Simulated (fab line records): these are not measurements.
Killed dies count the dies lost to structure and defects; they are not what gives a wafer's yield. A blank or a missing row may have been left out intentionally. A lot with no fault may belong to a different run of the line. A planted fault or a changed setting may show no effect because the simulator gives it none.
8D (eight disciplines) problem report, filled in by code -- flow n5Finfet -- the parts of the form that need people (team, actions taken, sign-off) are left out

## 1. WHAT WENT WRONG
Mean of susceptorTempC at N5_BEOL_M0_SAQP_SPACER1_ALD_98: 315.75 C across 6 wafers in 2 lots; on wafers with no fault it is 299.98 C (standard deviation 0.18). Measured from the usual mean, that is +88 standard deviations.
The step: deposits SiO2, target thk 12.8 nm, pulse time 1 s, purge time 2 s.
Seen first at day 8 04:16 on aldSin-01, wafer L986.2. Wafers with a number at this step in the record: 18, from 6 lots. The rule behind "out" and "out of limits": a value lying over 4 standard deviations away from the usual mean. The rest of the wafers with a number are treated as sound.

## 2. WHAT IT IS, WHAT IT ISN'T
question,is,is not
which readings at this step,susceptorTempC,-
which lots,"L986, L987","L978, L990, L995, L999"
which wafers of those lots,all that have a number,-
read on which tools,aldSin-01,aldSin-04
when,from day 8 04:16,"up to then (3 sound wafers); but 9 sound wafers of L990, L995, L999 came after"

## 3. WHAT RULES OUT EACH SUSPECT
Counting: a tool at a process step up to the reading stays a suspect if it ran every lot that is out and no sound lot after the first of them.
- rieDiel-04 at N5_BEOL_M0_SAQP_DESCUM_19 (chemistry O2, time 7.9 s): ruled out as a lasting fault. After its first lot that is out, L986 (day 8 02:07), sound lots L990, L999 ran on it.
- rieDiel-04 at N5_BEOL_M0_SAQP_ETCH_83 (etches SiARC in CF4, target depth 39 nm, time 65 s): ruled out as a lasting fault. After its first lot that is out, L986 (day 8 02:10), sound lots L990, L999 ran on it.
- rieDiel-04 at N5_BEOL_M0_SAQP_HM_OPEN_112 (chemistry CHF3/O2, target SiO2, stops on a-Si, target depth 12 nm, time 13.5 s): ruled out as a lasting fault. After its first lot that is out, L986 (day 8 02:19), sound lots L990, L999 ran on it.
- aldSin-01 at N5_BEOL_M0_SAQP_SPACER1_ALD_98 (deposits SiO2, target thk 12.8 nm, pulse time 1 s, purge time 2 s): ruled out as a lasting fault. After its first lot that is out, L986 (day 8 04:16), sound lots L999 ran on it.
Left after counting: nothing in the record.

## 4. THE CAUSE (what the simulator had put in)
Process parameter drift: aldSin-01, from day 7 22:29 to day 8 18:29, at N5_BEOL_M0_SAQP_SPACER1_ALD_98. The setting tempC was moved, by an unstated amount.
Counting ruled it out, wrongly.

## 5. SEQUENCE OF EFFECTS, ordered by route
One row per reading whose mean, taken over the struck wafers that have a number, lies over 3 standard deviations from the usual. Readings are gone through only where the record gives a usual standard deviation; hours: the median, over the lots, of the time from a lot's start at the first step in this table giving one to that lot's start at this step; sigmas: the change measured in usual standard deviations.
hours,step,reading,usual,on struck wafers,change,sigmas
0,N5_BEOL_M0_SAQP_SPACER1_ALD_98,susceptorTempC,299.98 C,315.75,+15.77,+88
Its process steps:
- N5_BEOL_M0_SAQP_SPACER1_ALD_98: deposits SiO2, target thk 12.8 nm, pulse time 1 s, purge time 2 s.
Later measuring or inspecting steps at which every struck wafer that the step has a row for has a number for every such reading, and none has moved that far: N5_BEOL_M0_SAQP_CD_MEAS_25, N5_BEOL_M4_RC_MEAS_101.

## 6. WHAT WOULD HAVE CAUGHT IT SOONER
The fault began at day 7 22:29; the first out-of-limits reading in this record came at day 8 04:16, 6 hours later.
